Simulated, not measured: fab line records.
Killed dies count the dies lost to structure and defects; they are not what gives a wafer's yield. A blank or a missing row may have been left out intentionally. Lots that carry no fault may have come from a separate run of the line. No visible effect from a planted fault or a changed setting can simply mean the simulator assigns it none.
fab line records	flow n5Finfet
record: lots: 10	wafers: 29	lastDay: 17
route steps=1938 shown BEOL_M3@1020 BEOL_M4@1022 PASSIVATION@1936
lots untouched by any fault: they come from a run of this same line in which no faults occurred
startH: hours from the record's first day to the start of the lot's first wafer shown	waitH: hours elapsed since this lot's preceding step	" as in the row above	L1.1+2: a single row standing in for several wafers	- no value, or no start was given	* or withheld: withheld	< > ~ a bound
route shown NAME@n: a module of which the file shows steps, and the number in the route of the first	usual: mean/standard deviation taken from wafers without a fault	same: alike in all rows	chamber/n: place in a boat	sites: each site's reading	_std_site: how widely they spread, as a standard deviation	_edge_site: outer sites' mean less inner sites'	radiusMm: for every site, how far away it sits from the centre of the wafer	mask NAME#n: copy n	behind: the most recent tool/chamber to have shaped the wafer	hold: reason for holding the lot/hours on hold/outcome of the hold	device: the transistor (n, p or np) that didn't switch	end of line: the tests these same wafers got at the end of their route	a step with no rows: only its recipe	killed: not the wafer's yield, but the dies lost to structure and defects at the first sort	map: dies across one wafer; x = killed, . = not, _ = none there
set.NAME: setting as actually run; set.NAME@STEP: the setting as run at that earlier step	model.NAME: the simulator's own value behind a step, which no gauge read
a sample of lots followed through the steps of the route, with each step as a table and each wafer as a row
services: the hour from which a tool's chamber was out of use, counted from the record's first day as startH (under 0 if before that day), plus the number of hours and why
== steps ==
step: N5_BEOL_M3_INSPECT_59
recipe: inspectInstrument: darkfield	mode: postDep
usual: rawDefectCount: 73/23
lot.wafer	tool	chamber	startH	waitH	rawDefectCount
L158.2	defectInspect-01	-	151.49	0.0	69
L158.3	"	-	"	"	52
L158.5	"	-	"	"	46
L159.1	defectInspect-02	-	160.80	0.0	60
L159.4	"	-	"	"	72
L159.5	"	-	"	"	56
L160.2	defectInspect-02	-	177.43	0.0	70
L160.3	"	-	"	"	71
L160.6	"	-	"	"	65
L162.2	defectInspect-01	-	177.69	0.0	79
L162.4	"	-	"	"	70
L162.6	"	-	"	"	88
L161.2	defectInspect-02	-	179.24	0.0	71
L161.5	"	-	"	"	71
L161.6	"	-	"	"	87
L170.1	defectInspect-02	-	226.82	0.0	65
L170.3	"	-	"	"	74
L170.6	"	-	"	"	44
L169.3	defectInspect-02	-	230.06	0.0	113
L169.4	"	-	"	"	92
L171.3	defectInspect-01	-	231.89	0.0	50
L171.4	"	-	"	"	47
L171.6	"	-	"	"	44
L174.2	defectInspect-01	-	251.03	0.0	112
L174.5	"	-	"	"	78
L174.6	"	-	"	"	120
L181.2	defectInspect-01	-	291.77	0.0	83
L181.3	"	-	"	"	60
L181.4	"	-	"	"	65
step: N5_BEOL_M4_THK_MEAS_01
recipe: reads: SiOC_of_BEOL_M4_ILD_DEP_00
usual: M4_ILD_THK: 79.2/0.98
lot.wafer	tool	chamber	startH	waitH	M4_ILD_THK[nm]
L158.2	filmMetro-02	-	151.61	0.1	78.7
L158.3	"	-	"	"	79.9
L158.5	"	-	"	"	79.3
L159.1	filmMetro-01	-	160.91	0.0	79.0
L159.4	"	-	"	"	81.5
L159.5	"	-	"	"	79.5
L160.2	filmMetro-01	-	177.53	0.1	77.7
L160.3	"	-	"	"	77.4
L160.6	"	-	"	"	79.8
L162.2	filmMetro-01	-	177.80	0.1	78.9
L162.4	"	-	"	"	79.5
L162.6	"	-	"	"	79.0
L161.2	filmMetro-01	-	179.34	0.1	78.4
L161.5	"	-	"	"	78.7
L161.6	"	-	"	"	80.3
L170.1	filmMetro-02	-	226.93	0.0	79.5
L170.3	"	-	"	"	79.3
L170.6	"	-	"	"	80.2
L169.3	filmMetro-01	-	230.17	0.1	78.0
L169.4	"	-	"	"	78.4
L171.3	filmMetro-02	-	232.01	0.1	78.6
L171.4	"	-	"	"	79.7
L171.6	"	-	"	"	79.7
L174.2	filmMetro-01	-	251.13	0.1	79.2
L174.5	"	-	"	"	80.8
L174.6	"	-	"	"	79.2
L181.2	filmMetro-01	-	291.88	0.1	78.1
L181.3	"	-	"	"	78.6
L181.4	"	-	"	"	79.8
step: N5_BEOL_M4_ETCH_74
recipe: chemistry: N2/H2	target: underlayer	targetDepthA: 65	maskMaterial: CAR-EUV	timeS: 5.2	ionEnergyEv: 200	pressureMtorr: 30	sourceW: 840	biasW: 150	n2FlowSccm: 200	h2FlowSccm: 200	ends: cleared
usual: drypumpMotorCurrentA: 5.7/0.43	etchRfOnTimeS: 5.22/0.18	oesProductAu: 0.70/0.079	rfVppV: 525.0/2.9	showerheadPlenumPTorr: 2.57/0.099	throttleValvePct: 17.82/0.24
lot.wafer	tool	chamber	startH	waitH	drypumpMotorCurrentA	etchRfOnTimeS	oesProductAu	rfHoursCounterH	rfVppV	showerheadPlenumPTorr	throttleValvePct
L158.2	rieDiel-04	0	152.43	0.0	5.7	5.22	0.61	201	522.1	2.41	18.09
L158.3	"	2	"	"	5.9	5.32	0.58	239	526.0	2.61	17.78
L158.5	"	0	"	"	5.7	5.32	0.61	-	522.0	2.41	18.08
L159.1	rieDiel-04	0	162.06	0.0	5.7	5.22	0.62	204	518.1	2.41	18.11
L159.4	"	3	"	"	6.4	5.53	0.75	-	528.5	2.71	17.82
L159.5	"	0	"	"	5.7	5.20	0.62	-	520.4	2.41	18.08
L160.2	rieDiel-04	0	179.54	0.0	5.7	5.22	0.61	213	520.4	2.40	18.09
L160.3	"	2	"	"	5.9	5.30	0.58	251	526.5	2.61	17.82
L160.6	"	0	"	"	5.7	5.26	0.61	-	519.7	2.40	18.10
L162.2	rieDiel-03	1	179.81	0.0	5.2	5.37	0.73	25	525.5	2.58	17.48
L162.4	"	1	"	"	5.2	5.35	0.74	-	524.4	2.58	17.48
L162.6	"	3	"	"	5.8	4.94	0.62	-	523.0	2.51	17.97
L161.2	rieDiel-03	3	180.43	0.0	5.8	4.89	0.62	197	521.4	2.51	17.98
L161.5	"	1	"	"	5.3	5.39	0.74	-	525.8	2.58	17.49
L161.6	"	3	"	"	5.8	4.88	0.63	-	522.6	2.51	17.97
L170.1	rieDiel-04	3	228.15	0.0	6.4	5.44	0.72	37	529.4	2.70	17.87
L170.3	"	2	"	"	5.9	5.05	0.83	1	526.6	2.60	17.48
L170.6	"	2	"	"	5.9	5.07	0.82	-	527.4	2.60	17.50
L169.3	rieDiel-03	3	232.45	0.0	5.8	4.91	0.61	217	522.3	2.50	18.01
L169.4	"	2	"	"	4.7	3.79	0.95	8	524.3	2.61	17.45
L171.3	rieDiel-04	2	233.09	0.0	6.0	5.13	0.81	3	523.9	2.60	17.49
L171.4	"	0	"	"	5.7	5.26	0.59	235	521.8	2.39	18.15
L171.6	"	2	"	"	6.0	5.04	0.81	-	524.4	2.60	17.49
L174.2	rieDiel-04	1	253.25	0.0	5.6	5.05	0.76	25	529.5	2.71	17.78
L174.5	"	2	"	"	5.9	5.13	0.78	-	527.7	2.60	17.48
L174.6	"	3	"	"	6.4	5.45	0.71	-	528.1	2.70	17.89
L181.2	rieDiel-03	0	293.96	0.0	5.9	5.28	0.74	43	523.9	2.47	17.89
L181.3	"	2	"	"	4.8	5.23	0.74	31	525.6	2.60	17.47
L181.4	"	2	"	"	4.8	5.23	0.74	-	524.0	2.60	17.46
step: N5_BEOL_M4_STRIP_66
recipe: chemistry: CF4	resist: SiARC	powerW: 300	biasPowerW: 75	pressureMtorr: 50	cf4FlowSccm: 150	rfFrequencyHz: 6e+07
usual: drypumpMotorCurrentA: 5.7/0.43	oesProductAu: 0.81/0.089	rfVppV: 271.6/1.6	showerheadPlenumPTorr: 1.81/0.059	throttleValvePct: 13.54/0.29
lot.wafer	tool	chamber	startH	waitH	drypumpMotorCurrentA	oesProductAu	rfHoursCounterH	rfVppV	showerheadPlenumPTorr	throttleValvePct
L158.2	rieDiel-04	0	152.60	0.0	5.7	0.72	201	269.5	1.70	13.82
L158.3	"	2	"	"	5.9	0.69	239	272.6	1.85	13.77
L158.5	"	0	"	"	5.7	0.73	-	267.5	1.70	13.82
L159.1	rieDiel-04	0	162.23	0.0	5.7	0.72	205	269.5	1.69	13.83
L159.4	"	3	"	"	6.4	0.91	-	274.2	1.88	13.29
L159.5	"	0	"	"	5.7	0.72	-	269.5	1.69	13.84
L160.2	rieDiel-04	0	179.71	0.0	5.7	0.70	213	268.9	1.69	13.85
L160.3	"	2	"	"	5.9	0.68	251	271.9	1.85	13.79
L160.6	"	0	"	"	5.7	0.71	-	269.1	1.69	13.86
L162.2	rieDiel-03	1	179.99	0.0	5.2	0.87	25	273.1	1.82	13.23
L162.4	"	1	"	"	5.2	0.86	-	273.2	1.82	13.21
L162.6	"	3	"	"	5.8	0.70	-	270.8	1.79	13.85
L161.2	rieDiel-03	3	180.60	0.0	5.8	0.70	197	272.4	1.79	13.85
L161.5	"	1	"	"	5.2	0.87	-	270.8	1.82	13.21
L161.6	"	3	"	"	5.8	0.70	-	270.3	1.79	13.86
L170.1	rieDiel-04	3	228.32	0.0	6.4	0.86	37	273.5	1.87	13.33
L170.3	"	2	"	"	5.9	0.94	2	271.4	1.85	13.27
L170.6	"	2	"	"	5.9	0.94	-	272.2	1.85	13.25
L169.3	rieDiel-03	3	232.63	0.0	5.8	0.69	217	271.4	1.78	13.91
L169.4	"	2	"	"	4.7	0.91	9	272.5	1.83	13.15
L171.3	rieDiel-04	2	233.27	0.0	5.9	0.93	3	271.5	1.85	13.26
L171.4	"	0	"	"	5.7	0.70	235	270.4	1.69	13.89
L171.6	"	2	"	"	5.9	0.93	-	272.7	1.85	13.26
L174.2	rieDiel-04	1	253.42	0.0	5.6	0.89	25	275.0	1.89	13.32
L174.5	"	2	"	"	5.9	0.90	-	270.8	1.84	13.27
L174.6	"	3	"	"	6.4	0.85	-	272.3	1.87	13.38
L181.2	rieDiel-03	0	294.13	0.0	5.9	0.86	43	270.4	1.77	13.70
L181.3	"	2	"	"	4.7	0.86	31	271.0	1.82	13.18
L181.4	"	2	"	"	4.7	0.86	-	271.6	1.82	13.17
step: N5_BEOL_M4_RC_MEAS_101
usual: DIBL_N: 37.2/2.3	DIBL_P: 37.5/2.9	IOFF_N: 0.19/0.053	IOFF_P: 0.23/0.059	ION_N: 679/16	ION_P: 462/10	SS_N: 71.9/0.78	SS_P: 73.7/0.88	VT_N: 248/4.6	VT_P: -250/4.5
lot.wafer	tool	chamber	startH	waitH	DIBL_N[mV/V]	DIBL_P[mV/V]	IOFF_N[nA/um]	IOFF_P[nA/um]	ION_N[uA/um]	ION_P[uA/um]	SS_N[mV/dec]	SS_P[mV/dec]	VT_N[mV]	VT_P[mV]
L158.2	prober-02	0	161.88	0.2	39.2	40.8	0.22	0.29	677	465	72.4	74.5	245	-247
L158.3	"	0	"	"	38.9	39.4	0.22	0.26	699	474	71.9	74.0	244	-247
L158.5	"	0	"	"	34.8	33.5	0.13	0.17	669	454	71.2	72.8	252	-254
L159.1	prober-02	0	173.05	0.0	39.2	39.1	0.22	0.27	693	471	71.5	73.8	245	-248
L159.4	"	0	"	"	38.4	37.6	0.19	0.23	680	463	71.6	74.2	244	-247
L159.5	"	0	"	"	38.4	37.0	0.20	0.23	683	461	71.5	72.9	247	-249
L160.2	prober-01	0	187.61	0.2	37.6	40.1	0.21	0.30	692	479	71.3	75.0	247	-245
L160.3	"	0	"	"	37.8	38.3	0.19	0.24	677	461	71.9	74.0	250	-246
L160.6	"	0	"	"	34.6	34.0	0.14	0.18	670	460	71.8	73.0	252	-251
L162.2	prober-02	0	188.10	0.2	39.6	40.3	0.27	0.27	698	468	72.9	74.8	243	-250
L162.4	"	0	"	"	37.3	36.9	0.18	0.21	666	452	71.8	73.9	251	-252
L162.6	"	0	"	"	40.5	42.9	0.31	0.35	700	477	72.8	75.7	239	-245
L161.2	prober-02	0	194.60	0.2	34.2	34.0	0.11	0.16	665	459	72.1	72.7	257	-254
L161.5	"	0	"	"	37.5	37.9	0.18	0.22	687	467	72.6	73.7	251	-251
L161.6	"	0	"	"	36.5	37.0	0.14	0.19	668	454	71.8	73.4	254	-251
L170.1	prober-01	0	238.11	0.0	43.2	44.2	0.32	0.43	707	478	73.1	75.9	240	-240
L170.3	"	0	"	"	36.6	33.9	0.15	0.18	661	455	71.9	72.6	251	-250
L170.6	"	0	"	"	40.1	39.5	0.24	0.28	684	467	72.5	74.3	244	-246
L169.3	prober-02	0	241.67	0.3	36.1	37.5	0.17	0.25	692	481	71.1	73.7	246	-244
L169.4	"	0	"	"	37.5	38.3	0.20	0.27	691	473	72.3	73.7	245	-245
L171.3	prober-02	0	243.43	0.4	37.9	37.5	0.21	0.25	689	465	72.4	73.8	242	-247
L171.4	"	0	"	"	38.0	39.2	0.20	0.28	682	469	72.0	73.7	245	-246
L171.6	"	0	"	"	35.6	36.7	0.16	0.24	684	471	71.6	73.9	249	-246
L174.2	prober-01	0	263.95	0.2	38.6	39.3	0.17	0.20	664	456	72.5	73.8	250	-253
L174.5	"	0	"	"	35.9	34.6	0.14	0.15	661	451	72.2	73.4	253	-256
L174.6	"	0	"	"	34.0	34.1	0.11	0.14	668	455	70.7	72.8	256	-257
L181.2	prober-02	0	301.34	0.2	37.1	37.6	0.20	0.27	686	470	71.1	74.1	247	-247
L181.3	"	0	"	"	39.9	41.4	0.27	0.34	697	477	71.9	74.1	242	-244
L181.4	"	0	"	"	38.7	39.2	0.23	0.29	688	467	72.2	73.7	246	-245
step: N5_PASSIVATION_PROBE_49
usual: defectLimitedYield: 91.4/1.5	killed_at_M0_to_M3: 34/9.7	killed_at_M4_up: 14/5.7	killedAtContacts: 12/5.9	killedAtFrontEnd: 37/10	killedAtOther: 5/4.7	killedDies: 102/18	killedOpen: 65/12	killedShort: 34/8.8	sort_bin_4_leakage: 0.03/0.14	sort_bin_5_function: 5.0/0.96	sort_bin_6_memory: 3.3/0.7	sortNPass: 1077/18	sortYieldPct: 91.3/1.5
same: grossDies: 1180	killedAtBackSide: 0	sort_bin_8_speed[%]: 0
lot.wafer	tool	chamber	startH	waitH	defectLimitedYield[%]	killed_at_M0_to_M3	killed_at_M4_up	killedAtContacts	killedAtFrontEnd	killedAtOther	killedDies	killedOpen	killedShort	sort_bin_4_leakage[%]	sort_bin_5_function[%]	sort_bin_6_memory[%]	sortNPass	sortYieldPct[%]
L158.2	prober-01	-	265.50	0.1	90.3	30	17	7	36	25	115	80	34	0	6.5	2.7	1065	90.3
L158.3	prober-01	-	265.55	0.1	92.1	30	16	8	29	10	93	57	35	0	3.9	3.6	1087	92.1
L158.5	prober-01	-	265.65	0.2	90.1	41	13	9	45	9	117	91	26	0	5.8	3.8	1063	90.1
L159.1	prober-02	-	274.54	0.0	90.7	36	15	12	42	5	110	69	41	0	5.1	3.8	1070	90.7
L159.4	prober-02	-	274.69	0.2	91.5	45	8	4	42	1	100	46	54	0	5.1	2.9	1080	91.5
L159.5	prober-02	-	274.74	0.2	89.7	41	16	10	50	5	122	80	42	0	6.5	3.6	1058	89.7
L160.2	prober-02	-	289.61	0.1	93.1	22	10	10	35	5	82	55	24	0	3.9	2.6	1098	93.1
L160.3	prober-02	-	289.66	0.1	93.1	22	9	6	41	3	81	50	28	0	4.2	2.5	1099	93.1
L160.6	prober-02	-	289.81	0.3	91.6	29	13	12	44	1	99	59	40	0	5.2	3.1	1081	91.6
L161.2	prober-01	-	293.53	0.1	90.2	40	21	4	51	0	116	82	34	0	6.3	3.2	1064	90.2
L161.5	prober-01	-	293.68	0.2	86.7	56	22	17	61	1	157	101	56	0	7.6	5.2	1023	86.7
L161.6	prober-01	-	293.73	0.3	89.7	37	15	10	58	2	122	87	35	0	5.8	4.2	1058	89.7
L162.2	prober-02	-	293.89	0.1	91.8	30	5	21	32	9	97	63	34	0	4.5	3.3	1083	91.8
L162.4	prober-02	-	293.99	0.2	92.1	17	10	21	38	7	93	52	40	0	4.6	3.1	1087	92.1
L162.6	prober-02	-	294.09	0.3	91.0	30	8	8	55	5	106	67	38	1.02	5.6	3.1	1062	90.0
L170.1	prober-02	-	339.75	0.0	93.6	23	21	6	25	0	75	46	28	0.59	4.0	2.0	1098	93.1
L170.3	prober-02	-	339.85	0.1	92.9	23	12	7	38	4	84	58	24	0	4.7	2.3	1096	92.9
L170.6	prober-02	-	340.00	0.3	92.5	34	9	7	34	4	88	56	31	0	4.2	3.0	1092	92.5
L169.3	prober-01	-	345.61	0.1	90.1	33	13	9	59	3	117	75	42	0	5.3	4.2	1063	90.1
L169.4	prober-01	-	345.66	0.2	92.0	29	19	12	32	2	94	62	30	0	5.3	2.5	1086	92.0
L171.3	prober-02	-	345.96	0.1	92.5	38	8	9	33	1	89	63	25	0	4.2	3.3	1091	92.5
L171.4	prober-02	-	346.01	0.2	92.7	30	10	8	36	2	86	54	27	0	4.7	2.5	1094	92.7
L171.6	prober-02	-	346.11	0.3	95.2	17	17	3	20	0	57	41	14	0	2.1	2.5	1123	95.2
L174.2	prober-01	-	367.63	0.1	94.1	33	7	0	27	3	70	48	21	0	3.2	2.4	1110	94.1
L174.5	prober-01	-	367.78	0.2	94.7	18	7	11	24	3	63	36	26	0	2.7	2.4	1117	94.7
L174.6	prober-01	-	367.83	0.3	90.3	41	12	15	43	4	115	77	34	0	5.6	3.6	1065	90.3
L181.2	prober-01	-	406.44	0.1	91.5	36	17	14	31	2	100	65	24	0	4.2	3.9	1080	91.5
L181.3	prober-01	-	406.49	0.1	90.3	40	19	10	34	11	114	72	32	0.08	5.3	3.3	1065	90.3
L181.4	prober-01	-	406.54	0.2	93.6	21	12	15	24	3	75	55	18	0	3.2	2.9	1105	93.6
killed by level:class
L158.2 BEOL_M3:geometricParticle:open=13 STI_FIN_REVEAL:geometricParticle:open=10 MIM_TOP_ETCH:geometricParticle:open=10 BEOL_M4:geometricParticle:open=9 GATE_CUT:geometricParticle:short=6 MOL_CONTACT_COAG:geometricParticle:open=6 PAD_METAL:geometricParticle:open=5 STARTING-WAFER:geometricParticle:open=5
L158.3 BEOL_M3:geometricParticle:open=10 DUMMY_GATE:geometricParticle:open=5 MOL_CONTACT_COAG:geometricParticle:short=5 BEOL_M4:geometricParticle:open=5 STI_FIN_REVEAL:geometricParticle:open=4 BEOL_M0_SAQP:geometricParticle:short=4 BEOL_M0_SAQP:geometricParticle:open=4 BEOL_M1:geometricParticle:open=4
L158.5 STI_FIN_REVEAL:geometricParticle:open=13 BEOL_M0_SAQP:geometricParticle:open=11 BEOL_M3:geometricParticle:open=10 DUMMY_GATE:geometricParticle:open=8 FIN_SAQP:geometricParticle:open=6 BEOL_M4:geometricParticle:open=6 MOL_CONTACT_COAG:geometricParticle:open=6 BEOL_M1:geometricParticle:open=6
L159.1 FIN_SAQP:geometricParticle:open=13 BEOL_M4:geometricParticle:open=10 MOL_CONTACT_COAG:geometricParticle:open=10 FIN_SAQP:geometricParticle:short=8 BEOL_M1:geometricParticle:open=7 BEOL_M0_SAQP:geometricParticle:short=6 BEOL_M0_SAQP:geometricParticle:open=5 BEOL_M1:geometricParticle:short=5
L159.4 FIN_SAQP:geometricParticle:short=23 BEOL_M1:geometricParticle:open=9 FIN_SAQP:geometricParticle:open=8 BEOL_M0_SAQP:geometricParticle:short=8 BEOL_M0_SAQP:geometricParticle:open=7 BEOL_M3:geometricParticle:open=7 BEOL_M3:geometricParticle:short=4 MOL_CONTACT_COAG:geometricParticle:open=3
L159.5 FIN_SAQP:geometricParticle:open=12 FIN_SAQP:geometricParticle:short=11 MOL_CONTACT_COAG:geometricParticle:open=8 BEOL_M0_SAQP:geometricParticle:open=8 BEOL_M4:geometricParticle:open=8 GATE_CUT:geometricParticle:open=7 BEOL_M0_SAQP:geometricParticle:short=7 BEOL_M3:geometricParticle:open=6
L160.2 FIN_SAQP:geometricParticle:short=8 MOL_CONTACT_COAG:geometricParticle:open=8 BEOL_M3:geometricParticle:open=7 BEOL_M1:geometricParticle:open=5 STARTING-WAFER:geometricParticle:open=5 FIN_SAQP:geometricParticle:open=4 BEOL_M2:geometricParticle:open=4 BEOL_M4:geometricParticle:open=4
L160.3 STI_FIN_REVEAL:geometricParticle:open=18 BEOL_M0:geometricParticle:open=8 DUMMY_GATE:geometricParticle:open=4 BEOL_M3:geometricParticle:open=4 STI_FIN_REVEAL:geometricParticle:short=3 GATE_CUT:geometricParticle:short=3 MOL_CONTACT_COAG:geometricParticle:open=3 MOL_CONTACT_COAG:geometricParticle:short=3
L160.6 BEOL_M2:geometricParticle:open=9 BEOL_M0_SAQP:geometricParticle:short=8 MOL_CONTACT_COAG:geometricParticle:open=7 FIN_SAQP:geometricParticle:short=6 DUMMY_GATE:geometricParticle:open=6 STI_FIN_REVEAL:geometricParticle:open=5 GATE_CUT:geometricParticle:open=5 MOL_CONTACT_COAG:geometricParticle:short=5
L161.2 STI_FIN_REVEAL:geometricParticle:open=18 BEOL_M4:geometricParticle:open=14 BEOL_M3:geometricParticle:open=9 DUMMY_GATE:geometricParticle:open=8 BEOL_M0_SAQP:geometricParticle:short=8 BEOL_M0_SAQP:geometricParticle:open=8 FIN_SAQP:geometricParticle:short=7 BEOL_M1:geometricParticle:open=6
L161.5 STI_FIN_REVEAL:geometricParticle:open=16 MOL_CONTACT_COAG:geometricParticle:open=14 FIN_SAQP:geometricParticle:open=13 FIN_SAQP:geometricParticle:short=11 BEOL_M4:geometricParticle:open=11 BEOL_M2:geometricParticle:open=10 BEOL_M3:geometricParticle:open=10 BEOL_M0_SAQP:geometricParticle:short=9
L161.6 STI_FIN_REVEAL:geometricParticle:open=22 FIN_SAQP:geometricParticle:open=11 BEOL_M4:geometricParticle:open=10 BEOL_M0_SAQP:geometricParticle:short=9 MOL_CONTACT_COAG:geometricParticle:open=8 BEOL_M1:geometricParticle:open=8 BEOL_M0_SAQP:geometricParticle:open=7 STI_FIN_REVEAL:geometricParticle:short=6
L162.2 MOL_CONTACT_COAG:geometricParticle:open=19 STI_FIN_REVEAL:geometricParticle:open=11 FIN_SAQP:geometricParticle:short=7 BEOL_M0_SAQP:geometricParticle:open=7 BEOL_M0_SAQP:geometricParticle:short=7 BEOL_M1:geometricParticle:open=5 BEOL_M1:geometricParticle:short=5 PAD_METAL:geometricParticle:short=4
L162.4 MOL_CONTACT_COAG:geometricParticle:open=14 FIN_SAQP:geometricParticle:short=9 STI_FIN_REVEAL:geometricParticle:open=9 MOL_CONTACT_COAG:geometricParticle:short=7 FIN_SAQP:geometricParticle:open=5 STI_FIN_REVEAL:geometricParticle:short=5 BEOL_M0_SAQP:geometricParticle:short=5 BEOL_M2:geometricParticle:open=4
L162.6 STI_FIN_REVEAL:geometricParticle:open=21 BEOL_M1:geometricParticle:open=13 FIN_SAQP:geometricParticle:short=10 MOL_CONTACT_COAG:geometricParticle:open=5 STI_FIN_REVEAL:geometricParticle:short=4 ILD0:geometricParticle:short=4 GATE_CUT:geometricParticle:short=4 BEOL_M0_SAQP:geometricParticle:open=4
L170.1 BEOL_M0_SAQP:geometricParticle:short=10 BEOL_M4:geometricParticle:open=10 STI_FIN_REVEAL:geometricParticle:open=5 DUMMY_GATE:geometricParticle:open=5 MOL_CONTACT_COAG:geometricParticle:open=5 BEOL_M0_SAQP:geometricParticle:open=5 GATE_CUT:geometricParticle:short=4 DUMMY_GATE:geometricParticle:short=3
L170.3 BEOL_M0_SAQP:geometricParticle:open=11 STI_FIN_REVEAL:geometricParticle:open=10 BEOL_M4:geometricParticle:open=6 MOL_CONTACT_COAG:geometricParticle:open=5 FIN_SAQP:geometricParticle:short=4 DUMMY_GATE:geometricParticle:open=4 ILD0:geometricParticle:short=4 BEOL_M0_SAQP:geometricParticle:short=4
L170.6 DUMMY_GATE:geometricParticle:open=9 BEOL_M0_SAQP:geometricParticle:short=8 STI_FIN_REVEAL:geometricParticle:open=7 BEOL_M0_SAQP:geometricParticle:open=6 BEOL_M4:geometricParticle:open=6 MOL_CONTACT_COAG:geometricParticle:open=5 BEOL_M1:geometricParticle:open=5 DUMMY_GATE:geometricParticle:short=4
L169.3 FIN_SAQP:geometricParticle:open=15 FIN_SAQP:geometricParticle:short=15 BEOL_M2:geometricParticle:open=14 STI_FIN_REVEAL:geometricParticle:open=7 BEOL_M3:geometricParticle:open=7 BEOL_M4:geometricParticle:open=7 BEOL_M0_SAQP:geometricParticle:open=5 MOL_CONTACT_COAG:geometricParticle:open=5
L169.4 BEOL_M2:geometricParticle:open=10 BEOL_M0_SAQP:geometricParticle:short=8 MOL_CONTACT_COAG:geometricParticle:open=7 BEOL_M4:geometricParticle:open=7 FIN_SAQP:geometricParticle:open=6 FIN_SAQP:geometricParticle:short=5 MOL_CONTACT_COAG:geometricParticle:short=5 STI_FIN_REVEAL:geometricParticle:open=4
L171.3 FIN_SAQP:geometricParticle:open=12 BEOL_M3:geometricParticle:open=9 MOL_CONTACT_COAG:geometricParticle:open=7 BEOL_M2:geometricParticle:open=7 STI_FIN_REVEAL:geometricParticle:open=6 BEOL_M0:geometricParticle:open=4 BEOL_M3:geometricParticle:short=4 STARTING-WAFER:geometricParticle:short=4
L171.4 FIN_SAQP:geometricParticle:short=7 FIN_SAQP:geometricParticle:open=7 BEOL_M0:geometricParticle:open=7 STARTING-WAFER:geometricParticle:open=6 MOL_CONTACT_COAG:geometricParticle:open=5 BEOL_M3:geometricParticle:open=5 BEOL_M4:geometricParticle:open=5 GATE_CUT:geometricParticle:open=4
L171.6 BEOL_M0_SAQP:geometricParticle:short=6 BEOL_M4:geometricParticle:open=6 BEOL_M2:geometricParticle:open=5 FIN_SAQP:geometricParticle:open=4 BEOL_M6:geometricParticle:open=4 FIN_SAQP:geometricParticle:short=3 MOL_CONTACT_COAG:geometricParticle:open=3 BEOL_M3:geometricParticle:open=3
L174.2 BEOL_M0_SAQP:geometricParticle:open=10 BEOL_M0_SAQP:geometricParticle:short=7 BEOL_M1:geometricParticle:open=7 STI_FIN_REVEAL:geometricParticle:open=5 BEOL_M8:geometricParticle:open=5 FIN_SAQP:geometricParticle:open=4 FIN_SAQP:geometricParticle:short=3 GATE_CUT:geometricParticle:open=3
L174.5 MOL_CONTACT_COAG:geometricParticle:open=6 FIN_SAQP:geometricParticle:short=5 MOL_CONTACT_COAG:geometricParticle:short=5 BEOL_M2:geometricParticle:open=5 GATE_CUT:geometricParticle:short=3 GATE_CUT:geometricParticle:open=3 BEOL_M0_SAQP:geometricParticle:short=3 BEOL_M1:geometricParticle:open=3
L174.6 MOL_CONTACT_COAG:geometricParticle:open=12 STI_FIN_REVEAL:geometricParticle:open=11 BEOL_M0_SAQP:geometricParticle:short=10 BEOL_M0:geometricParticle:open=6 BEOL_M2:geometricParticle:open=6 DUMMY_GATE:geometricParticle:open=5 GATE_CUT:geometricParticle:open=5 BEOL_M0_SAQP:geometricParticle:open=5
L181.2 MOL_CONTACT_COAG:geometricParticle:open=12 BEOL_M0_SAQP:geometricParticle:open=12 BEOL_M0_SAQP:geometricParticle:short=8 FIN_SAQP:geometricParticle:open=7 BEOL_M4:geometricParticle:open=7 STI_FIN_REVEAL:geometricParticle:open=6 FIN_SAQP:geometricParticle:short=4 GATE_CUT:geometricParticle:open=4
L181.3 MOL_CONTACT_COAG:geometricParticle:open=10 BEOL_M3:geometricParticle:open=10 BEOL_M2:geometricParticle:open=9 BEOL_M4:geometricParticle:open=9 HKMG_FIN:areaEtch=8 FIN_SAQP:geometricParticle:short=7 BEOL_M0_SAQP:geometricParticle:short=7 FIN_SAQP:geometricParticle:open=6
L181.4 MOL_CONTACT_COAG:geometricParticle:open=13 FIN_SAQP:geometricParticle:open=8 FIN_SAQP:geometricParticle:short=7 BEOL_M4:geometricParticle:open=5 BEOL_M3:geometricParticle:open=5 BEOL_M0_SAQP:geometricParticle:open=4 STI_FIN_REVEAL:geometricParticle:open=3 DUMMY_GATE:geometricParticle:open=3
== services ==
tool	chamber	startH	hours	kind
rieDiel-04	2	135.25	10.1	repair
rieDiel-04	-	138.03	2.8	pm
rieDiel-03	0	156.55	-	clean
rieDiel-03	0	156.55	-	consumableReplace:focusRing
rieDiel-03	0	156.55	19.7	scheduledDown
rieDiel-03	0	156.55	19.7	ventCycle
rieDiel-04	1	159.48	5.8	repair
rieDiel-04	1	165.39	-	clean
rieDiel-04	1	165.39	-	consumableReplace:focusRing
rieDiel-04	1	165.39	-	consumableReplace:showerhead
rieDiel-04	1	165.39	25.7	scheduledDown
rieDiel-04	1	165.39	25.7	ventCycle
rieDiel-04	2	208.21	-	clean
rieDiel-04	2	208.21	-	consumableReplace:focusRing
rieDiel-04	2	208.21	14.9	scheduledDown
rieDiel-04	2	208.21	14.9	ventCycle
rieDiel-03	0	217.95	9.6	repair
rieDiel-04	0	238.07	6.8	repair
rieDiel-04	0	279.18	-	clean
rieDiel-04	0	279.18	-	consumableReplace:focusRing
rieDiel-04	0	279.18	-	consumableReplace:showerhead
rieDiel-04	0	279.18	27.8	scheduledDown
rieDiel-04	0	279.18	27.8	ventCycle
rieDiel-03	1	289.69	5.4	repair
== key ==
firstSign: step: N5_BEOL_M4_ETCH_74	reading: etchRfOnTimeS	direction: down	sigmas: 8	usual: *	struck: *
effect: step: N5_BEOL_M4_ETCH_74	reading: oesProductAu	direction: up	sigmas: 3.2	usual: 0.70	struck: 0.95
metAt N5_BEOL_M4_ETCH_74
struckLots L169
struckWafers L169.4
notActingAt N5_BEOL_M3_INSPECT_59,N5_BEOL_M4_THK_MEAS_01,N5_BEOL_M4_STRIP_66
onsetBetween 180.43 232.45
fault: kind: processParameterDrift	tool: rieDiel-03	chamber: -	onsetH: 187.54	steps: N5_BEOL_M4_ETCH_74	channel: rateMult	offset: 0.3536	shape: step	endH: 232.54	scope: struckWafersOnly
